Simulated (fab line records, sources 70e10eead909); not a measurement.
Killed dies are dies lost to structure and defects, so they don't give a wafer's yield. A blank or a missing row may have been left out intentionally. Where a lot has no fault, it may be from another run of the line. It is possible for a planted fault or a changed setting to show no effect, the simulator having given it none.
Matching of chambers ; flow nand_harc ; 4 sister chambers for NHARC_P_STI_ETCH_15 on rie_si-05
The step etches the open film in HBr/Cl2, target depth 300 nm, time 100.1 s. 8 wafers are shown with their chamber, then 8 later ones without.

== WAFERS PAIRED WITH THEIR CHAMBERS ==
wafer;chamber;drypump_motor_current_A (A);oes_product_au (a.u.)
L077.1;2;6.4;1.012
L077.2;3;5.4;1.011
L079.3;1;5.1;0.986
L079.6;3;5.3;1.011
L088.4;2;6.4;0.995
L088.5;1;5.1;1.000
L088.6;0;5.6;1.003
L092.3;0;5.6;1.010

== WAFERS WITH NO CHAMBER GIVEN ==
wafer;drypump_motor_current_A (A);oes_product_au (a.u.)
L092.5;5.6;0.999
L092.6;5.1;1.015
L094.2;6.4;1.000
L094.4;5.4;0.995
L094.6;6.4;0.994
L096.2;6.4;0.992
L096.3;5.4;1.003
L096.5;6.4;1.001

== WHICH CHAMBER EACH WENT THROUGH ==
wafer;from the rows above;in truth
L092.5;0;0
L092.6;1;1
L094.2;2;2
L094.4;3;3
L094.6;2;2
L096.2;2;2
L096.3;3;3
L096.5;2;2
8 of 8 placed correctly. Left unplaced by these rows: 0. Wrongly placed: 0.
How it was worked out, from the rows above alone: a wafer's distance from a chamber is the root of the sum, over the readings, of the square of ((its reading less the chamber's mean) divided by the reading's scatter). If the next closest chamber is less than 2 further off than the closest, the wafer can't be placed; otherwise it belongs to the closest. For every chamber, the mean is computed from those of its wafers that are shown. The scatter is the square root of a quotient: the sum, over the shown wafers, of each reading's squared deviation from its chamber's mean, divided by wafers minus chambers.
